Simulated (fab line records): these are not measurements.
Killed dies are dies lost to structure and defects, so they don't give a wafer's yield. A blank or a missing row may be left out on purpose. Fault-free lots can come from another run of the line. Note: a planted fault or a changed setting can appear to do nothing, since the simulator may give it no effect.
3 desks, one fault || flow nandHarc || numbers are kept per desk, each desk with only its own; the story behind them comes last

## AT THE METROLOGY DESK
Means of the sampled wafers that have a number, per lot and without regard to the tool the lot ran on: this is what the gauges read. Any lot whose mean is over 4 standard deviations away from the usual mean is out of limits and marked OUT; that distance is given in the brackets.
Columns: A = cdNm at NHARC_A_SLIT_CD_MEAS_09, usual 300.4 nm; B = overlayXNm at NHARC_A_SLIT_OVL_MEAS_10, usual -0.4 nm; C = overlayYNm at NHARC_A_SLIT_OVL_MEAS_10, usual -0.1 nm
{"lot": "L522", "first seen here": "day 22 14:38", "A": 299.8, "B": 0.8, "C": 0.1}
{"lot": "L521", "first seen here": "day 22 15:48", "A": 300.8, "B": 0.1, "C": 0.5}
{"lot": "L531", "first seen here": "day 26 10:52", "A": 299.3, "B": -0.5, "C": -0.3}
{"lot": "L533", "first seen here": "day 26 21:13", "A": 300.6, "B": -0.2, "C": -0.1}
{"lot": "L535", "first seen here": "day 27 21:23", "A": 301.0, "B": -1.9, "C": 0.0}
{"lot": "L536", "first seen here": "day 28 20:17", "A": 301.4, "B": -0.5, "C": -0.1}
Result from this desk: across the 6 lots, nothing is out of limits.

## FOR THE TOOL OWNER'S DESK: rieDiel-10
The tool's own readings at NHARC_A_SLIT_ETCH_15 (etches the open film in O2/COS, target depth 6200 nm, time 1612 s): means of the sampled wafers that have a number, for each lot that ran on this tool. Any lot whose mean is over 4 standard deviations away from the usual mean is out of limits and marked OUT; that distance is given in the brackets.
Columns: A = cosFlowSccm at NHARC_A_SLIT_ETCH_15, usual 20.00 sccm; B = drypumpMotorCurrentA at NHARC_A_SLIT_ETCH_15, usual 5.7 A; C = oesProductAu at NHARC_A_SLIT_ETCH_15, usual 0.999 a.u.; D = rfVppV at NHARC_A_SLIT_ETCH_15, usual 313.8 V; E = showerheadPlenumPTorr at NHARC_A_SLIT_ETCH_15, usual 3.10 Torr; F = throttleValvePct at NHARC_A_SLIT_ETCH_15, usual 28.331 %
{"lot": "L522", "first seen here": "day 22 15:07", "A": 20.01, "B": 5.5, "C": 0.988, "D": 312.2, "E": 2.99, "F": 28.334}
{"lot": "L531", "first seen here": "day 26 11:26", "A": 19.96, "B": 5.6, "C": 0.954, "D": 313.5, "E": 3.06, "F": 28.334}
{"lot": "L533", "first seen here": "day 26 21:41", "A": 19.99, "B": 5.8, "C": 0.954, "D": 314.1, "E": 3.14, "F": 28.331}
Result from this desk: across the 3 lots, nothing is out of limits.

## THE DEFECT DESK
For each lot, the counts of the inspections along the route, averaged over the sampled wafers that have a number. Any lot whose mean is over 4 standard deviations away from the usual mean is out of limits and marked OUT; that distance is given in the brackets.
Columns: A = rawDefectCount at NHARC_A_SLIT_INSPECT_11, usual 58
{"lot": "L522", "first seen here": "day 22 14:46", "A": 84}
{"lot": "L521", "first seen here": "day 22 15:55", "A": 120}
{"lot": "L531", "first seen here": "day 26 10:59", "A": 23}
{"lot": "L533", "first seen here": "day 26 21:20", "A": 61}
{"lot": "L535", "first seen here": "day 27 21:31", "A": 25}
{"lot": "L536", "first seen here": "day 28 20:24", "A": 23}
Result from this desk: across the 6 lots, nothing is out of limits.

## TAKEN TOGETHER
From the metrology desk's view, nothing was out of limits.
The tool owner's desk saw nothing out of limits.
No out-of-limits result turned up at the defect desk.

## WHAT THE SIMULATOR HAD INSERTED
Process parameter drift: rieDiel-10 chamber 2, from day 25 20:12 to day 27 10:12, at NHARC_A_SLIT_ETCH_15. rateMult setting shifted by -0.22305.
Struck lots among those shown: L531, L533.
